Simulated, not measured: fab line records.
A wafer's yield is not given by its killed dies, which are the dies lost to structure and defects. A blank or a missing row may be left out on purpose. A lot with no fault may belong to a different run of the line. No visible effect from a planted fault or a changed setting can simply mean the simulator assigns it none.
Which of the tools did it? ; flow nand_harc ; 12 lots with 36 wafers sampled at 3 steps, on a route of 1302 steps

## WHAT EACH GAUGE READ, for each wafer
NHARC_A_M0_CD_MEAS_09: the cd target is 80 nm.
lot;measured;on;cd_nm (nm)
L369;day 23 07:51;cd_sem-01;79.5 79.1 80.4
L370;day 23 22:50;cd_sem-02;80.1 81.2 82.0
L372;day 24 07:08;cd_sem-02;78.9 80.7 80.7
L373;day 25 09:49;cd_sem-01;81.8 80.5 81.4
L371;day 25 10:45;cd_sem-02;80.7 80.7 79.5
L375;day 26 04:01;cd_sem-01;81.1 79.7 79.9
L377;day 27 18:54;cd_sem-03;81.8 80.1 82.2
L380;day 28 20:08;cd_sem-02;95.1 94.9 96.2
L383;day 29 09:38;cd_sem-01;96.5 95.4 96.5
L387;day 31 02:30;cd_sem-03;81.5 81.0 81.1
L389;day 31 11:13;cd_sem-03;79.6 80.2 80.6
L388;day 31 19:07;cd_sem-01;79.8 78.8 79.8

## WHICH TOOL RAN EACH LOT (tool, then ch and the chambers of the sampled wafers, then the start)
lot;NHARC_A_BLC_CVD_24;NHARC_A_M0_PEB_07
L369;cvd_w-02 ch 0,1, day 23 07:46 or earlier;litho_track-01 ch 0, day 23 07:46
L370;cvd_w-02 ch 0, day 23 22:46 or earlier;litho_track-04 ch 0, day 23 22:46
L372;cvd_w-02 ch 0,1, day 24 07:03 or earlier;litho_track-01 ch 0, day 24 07:03
L373;cvd_w-02 ch 0,1, day 25 09:44 or earlier;litho_track-04 ch 0, day 25 09:44
L371;cvd_w-01 ch 0,1, day 25 10:40 or earlier;litho_track-04 ch 0, day 25 10:40
L375;cvd_w-01 ch 0,1, day 26 03:56 or earlier;litho_track-01 ch 0, day 26 03:56
L377;cvd_w-01 ch 0,1, day 27 18:49 or earlier;litho_track-04 ch 0, day 27 18:49
L380;cvd_w-01 ch 0,1, day 28 20:04 or earlier;litho_track-04 ch 0, day 28 20:04
L383;cvd_w-01 ch 0,1, day 29 09:34 or earlier;litho_track-04 ch 0, day 29 09:34
L387;cvd_w-01 ch 0,1, day 31 02:25 or earlier;litho_track-01 ch 0, day 31 02:25
L389;cvd_w-02 ch 0,1, day 31 11:08 or earlier;litho_track-06 ch 0, day 31 11:08
L388;cvd_w-02 ch 0,1, day 31 19:02 or earlier;litho_track-06 ch 0, day 31 19:02
- NHARC_A_BLC_CVD_24: deposits W, target thk 150 nm, time 434 s.
- NHARC_A_M0_PEB_07: peb time 65 s.

## AS READ BY THE TOOLS THEMSELVES (means over the sampled wafers that have a number; for cases with no such wafer, the mark the record gives instead)
NHARC_A_BLC_CVD_24.
lot;tool;heater_power_w (W);mfc_ar_sccm (sccm);throttle_valve_pct (%)
L369;cvd_w-02;457;1557;8.07
L370;cvd_w-02;489;1559;7.83
L372;cvd_w-02;465;1559;8.08
L373;cvd_w-02;468;1558;8.06
L371;cvd_w-01;498;1555;7.70
L375;cvd_w-01;492;1563;8.16
L377;cvd_w-01;513;1563;7.93
L380;cvd_w-01;515;1560;8.08
L383;cvd_w-01;494;1561;8.20
L387;cvd_w-01;496;1554;8.35
L389;cvd_w-02;455;1557;8.05
L388;cvd_w-02;455;1564;7.96

NHARC_A_M0_PEB_07.
lot;tool;heater_power_total_W (W);plate_temp_C (C);resist_line_temp_C (C)
L369;litho_track-01;156.2;100.07;23.06
L370;litho_track-04;156.5;100.11;22.93
L372;litho_track-01;156.9;99.99;23.07
L373;litho_track-04;157.0;100.02;23.02
L371;litho_track-04;156.7;99.91;23.01
L375;litho_track-01;156.7;100.04;23.00
L377;litho_track-04;157.0;99.89;22.99
L380;litho_track-04;166.7;104.35;23.00
L383;litho_track-04;166.2;104.55;22.92
L387;litho_track-01;157.0;99.66;22.95
L389;litho_track-06;156.6;100.01;22.98
L388;litho_track-06;156.7;100.27;22.92

## THE ANSWER, worked out from the rows above alone
Rule: usual is defined by the lots themselves. Put in order of their means at a reading, lots are off if they are a third of the lots or fewer, leave a main group of 4 or more, and stand apart from it by a gap of 3 or more times the standard deviation of the main group's means; of several such gaps the widest counts. A main group is skipped when, at the precision printed for the reading in the tables above, its means are all equal. A lot without any number at a reading at which 4 lots or more have one is off too. Any other lot the step has rows for is counted as sound. The gauges are gone through in route order, then the tools' own readings, and for those a lot's mean is taken as printed above. At the first step where some lot is off, the reading lying furthest off is the one used; lots without a number count as furthest.
Off: L380, L383 (NHARC_A_M0_CD_MEAS_09, cd_nm). The main group has a mean of 80.5 nm with a standard deviation of 0.66.
A tool fits if, at a process step before that reading, it ran every lot that is off, and no sound lot after the first of them. The gauges at NHARC_A_M0_CD_MEAS_09 aren't tried: what is off there is off at NHARC_A_M0_PEB_07 too, on other tools, and a gauge's error can't cause that. With no start given for some of its lots, NHARC_A_BLC_CVD_24 uses the hours and lot order of NHARC_A_M0_PEB_07. One fits: litho_track-04 at NHARC_A_M0_PEB_07. Its last sound lot is L377 (day 27 18:49), its first lot that is off L380 (day 28 20:04): a fault that began between those two fits.
The tool's own readings at NHARC_A_M0_PEB_07 bear it out: on the lots that are off they differ by more than 5 times the standard deviation of the sound lots' means. heater_power_total_W reads 166.4 W there against 156.7 W on the sound lots; plate_temp_C reads 104.45 C there against 100.00 C on the sound lots.

## WHAT THE SIMULATOR HAD INSERTED
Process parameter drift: litho_track-04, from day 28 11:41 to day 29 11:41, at NHARC_A_M0_PEB_07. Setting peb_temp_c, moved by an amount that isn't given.
Struck lots among those shown: L380, L383. The rule given above showed the same thing.
